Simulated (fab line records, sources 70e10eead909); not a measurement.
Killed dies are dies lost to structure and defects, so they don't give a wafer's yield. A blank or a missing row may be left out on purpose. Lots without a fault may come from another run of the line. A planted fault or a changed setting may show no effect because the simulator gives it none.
Chamber matching | flow nand_harc | NHARC_P_M0_PRE_CLEAN_31 on pecvd-03: 3 sister chambers
The step time 12 s. 6 wafers are shown with their chamber, then 9 later ones without.

WAFERS WITH THEIR CHAMBER
wafer  | chamber | heater_power_w (W)
L702.1 | 2       | 514
L702.2 | 0       | 611
L702.6 | 1       | 669
L703.1 | 1       | 651
L703.3 | 0       | 601
L703.6 | 2       | 516

WAFERS WITHOUT THEIR CHAMBER
wafer  | heater_power_w (W)
L711.3 | 666
L711.5 | 491
L711.6 | 605
L714.1 | 642
L714.3 | 466
L714.5 | 475
L715.1 | 538
L715.3 | 603
L715.6 | 542

WHICH CHAMBER EACH WENT THROUGH
wafer  | from the rows above | in truth
L711.3 | 1                   | 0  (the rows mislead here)
L711.5 | 2                   | 2
L711.6 | 0                   | 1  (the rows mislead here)
L714.1 | 1                   | 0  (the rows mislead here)
L714.3 | 2                   | 2
L714.5 | 2                   | 2
L715.1 | 2                   | 2
L715.3 | 0                   | 0
L715.6 | 2                   | 2
Placed correctly: 6 of 9. Can't be placed from these rows: 0. Placed wrongly: 3.
How it was worked out, from the rows above alone: a wafer's distance from a chamber is the root of the sum, over the readings, of the square of ((its reading less the chamber's mean) divided by the reading's scatter). The wafer belongs to the nearest chamber; if the next one is less than 2 further off, it can't be placed. A chamber's mean is the mean of its shown wafers. The scatter: the root of (the sum of the squares of (reading less its chamber's mean) over the shown wafers, divided by (wafers less chambers)).
